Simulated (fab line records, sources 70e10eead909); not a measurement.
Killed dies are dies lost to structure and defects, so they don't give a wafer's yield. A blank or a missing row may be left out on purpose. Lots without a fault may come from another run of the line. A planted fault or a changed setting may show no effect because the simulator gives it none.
Problem report in the 8D (eight disciplines) form, filled by code | flow nand_harc | the parts of the form that need people (team, actions taken, sign-off) are left out

1. THE PROBLEM
killed_at_other at NHARC_END_SORT_01 reads a mean of 645.0 on 1 wafer of 1 lot; wafers without a fault read 0.9 with a standard deviation of 1.2. That is +99 or more standard deviations from the usual mean.
First seen on wafer L637.3, day 24 14:13, on prober-02. The record holds 3 wafers of 1 lot with a number at this step. Rule for "out", or "out of limits": more than 4 standard deviations from the usual mean. The other wafers with a number count as sound.

2. WHAT IT IS AND WHAT IT IS NOT
question                    | is                                                                                                                  | is not
which readings at this step | killed_at_other, defect_limited_yield, killed_dies, sort_bin_2_pct, sort_n_pass, sort_rim_yield_pct, sort_yield_pct | killed_at_array, killed_at_periphery, killed_open, killed_short, sort_bin_3_pct, sort_bin_4_pct
which lots                  | L637                                                                                                                | -
which wafers of those lots  | L637.3                                                                                                              | L637.1, L637.5
read on which gauges        | prober-02                                                                                                           | -
when                        | from day 24 14:13                                                                                                   | up to then (1 sound wafer); but 1 sound wafer of L637 came after

3. SUSPECTS, AND WHAT RULES EACH OUT
Counting: a tool at a process step up to the reading stays a suspect if it ran every lot that is out. Sound lots after the first of them don't rule it out here, since some wafers of a struck lot are sound.
- the gauge at NHARC_END_SORT_01: kept. All the wafers that are out were read on prober-02, and no step on other tools shows them out.
- cmp-03 at NHARC_A_BONDPAD_CMP_19 (polishes, t overpolish 30 s, cu recess touch 16 s, target thk 169.8 nm): kept. It ran the lot that is out, L637 (day 22 23:35).
- rie_diel-02 at NHARC_THIN_TSV_ETCHBACK_48 (etches the open film in C4F8/Ar, target depth 1028.5 nm, time 405.17 s): kept. It ran the lot that is out, L637 (day 23 18:46).
- pvd_sputter-02 at NHARC_THIN_TSV_PVD_51 (deposits Cu, target thk 100 nm): kept. It ran the lot that is out, L637 (day 23 19:37).
- rie_metal-02 at NHARC_THIN_TSV_ETCH_59 (etches the open film in Cl2/BCl3, target depth 880 nm, time 138.1 s): kept. It ran the lot that is out, L637 (day 23 22:55).
- Within cmp-03 at NHARC_A_BONDPAD_CMP_19: the wafers that are out ran in chamber 3; their sound lot-mates ran in chambers 1, 2.
Left after counting: cmp-03 at NHARC_A_BONDPAD_CMP_19, rie_diel-02 at NHARC_THIN_TSV_ETCHBACK_48, pvd_sputter-02 at NHARC_THIN_TSV_PVD_51, rie_metal-02 at NHARC_THIN_TSV_ETCH_59, prober-02 at NHARC_END_SORT_01.

4. THE CAUSE (what the simulator had put in)
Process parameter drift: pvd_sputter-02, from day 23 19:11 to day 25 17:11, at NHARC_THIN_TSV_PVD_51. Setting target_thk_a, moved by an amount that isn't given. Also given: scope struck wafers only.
Counting left 5 suspects, and this tool is among them.

5. THE CHAIN OF EFFECTS, in route order
Each row: a reading whose mean over the struck wafers that have a number lies more than 3 standard deviations from the usual. Only readings for which the record gives a usual standard deviation are gone through. hours: the time from each lot's start at the first step in this table that gives one to its start at this step, as a median over the lots. sigmas: the change in usual standard deviations.
hours | step              | reading              | usual  | on struck wafers | change | sigmas
0     | NHARC_END_SORT_01 | defect_limited_yield | 95.4 % | 0.0              | -95.4  | -60
0     | NHARC_END_SORT_01 | killed_at_other      | 0.9    | 645.0            | +644.1 | +99 or more
0     | NHARC_END_SORT_01 | killed_dies          | 31     | 677              | +646   | +59
0     | NHARC_END_SORT_01 | sort_bin_2_pct       | 1.5 %  | 97.5             | +96.0  | +99 or more
0     | NHARC_END_SORT_01 | sort_n_pass          | 646    | 0                | -646   | -59
0     | NHARC_END_SORT_01 | sort_rim_yield_pct   | 96.4 % | 0.0              | -96.4  | -42
0     | NHARC_END_SORT_01 | sort_yield_pct       | 95.4 % | 0.0              | -95.4  | -60

6. WHAT WOULD HAVE CAUGHT IT SOONER
In this record the first reading out of limits at a measuring or inspecting step was taken at day 24 14:13, 19 hours after the fault began at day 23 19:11.
Of the tool readings at NHARC_THIN_TSV_PVD_51 for which the record gives a usual standard deviation, none was out on any struck wafer, so an alarm limit of 4 standard deviations on them would not have fired.
All the lots that are out (1) had begun NHARC_THIN_TSV_PVD_51 on pvd_sputter-02 by day 24 14:13. A hold on the tool at that time would have spared none of them.
